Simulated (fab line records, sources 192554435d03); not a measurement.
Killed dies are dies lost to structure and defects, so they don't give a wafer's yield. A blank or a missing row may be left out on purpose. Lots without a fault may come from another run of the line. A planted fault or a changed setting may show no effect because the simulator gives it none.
Chamber matching | flow n5_finfet | N5_BEOL_M7_VIA_ETCH_34 on rie_diel-03: 4 sister chambers
The step etches SiCOH lowk in C4F6/O2, target depth 125.5 nm, time 50.5 s. 4 wafers are shown with their chamber, then 8 later ones without.

WAFERS WITH THEIR CHAMBER
wafer  | chamber | showerhead_plenum_p_Torr (Torr)
L086.2 | 0       | 2.63
L087.3 | 3       | 2.70
L087.6 | 2       | 2.93
L096.1 | 1       | 2.78

WAFERS WITHOUT THEIR CHAMBER
wafer  | showerhead_plenum_p_Torr (Torr)
L096.3 | 2.69
L096.4 | 2.92
L095.1 | 2.61
L095.2 | 2.92
L095.5 | 2.92
L097.1 | 2.69
L097.2 | 2.61
L097.5 | 2.92

WHICH CHAMBER EACH WENT THROUGH
wafer  | from the rows above | in truth
L096.3 | 3                   | 3
L096.4 | 2                   | 2
L095.1 | 0                   | 0
L095.2 | 2                   | 2
L095.5 | 2                   | 2
L097.1 | 3                   | 3
L097.2 | 0                   | 0
L097.5 | 2                   | 2
Placed correctly: 8 of 8. Can't be placed from these rows: 0. Placed wrongly: 0.
How it was worked out, from the rows above alone: a wafer's distance from a chamber is the root of the sum, over the readings, of the square of ((its reading less the chamber's mean) divided by the reading's scatter). The wafer belongs to the nearest chamber; if the next one is less than 2 further off, it can't be placed. A chamber's mean is the mean of its shown wafers. The scatter: with one shown wafer a chamber, the root of the mean of the squares of how far each hidden wafer lies from its nearest shown one.
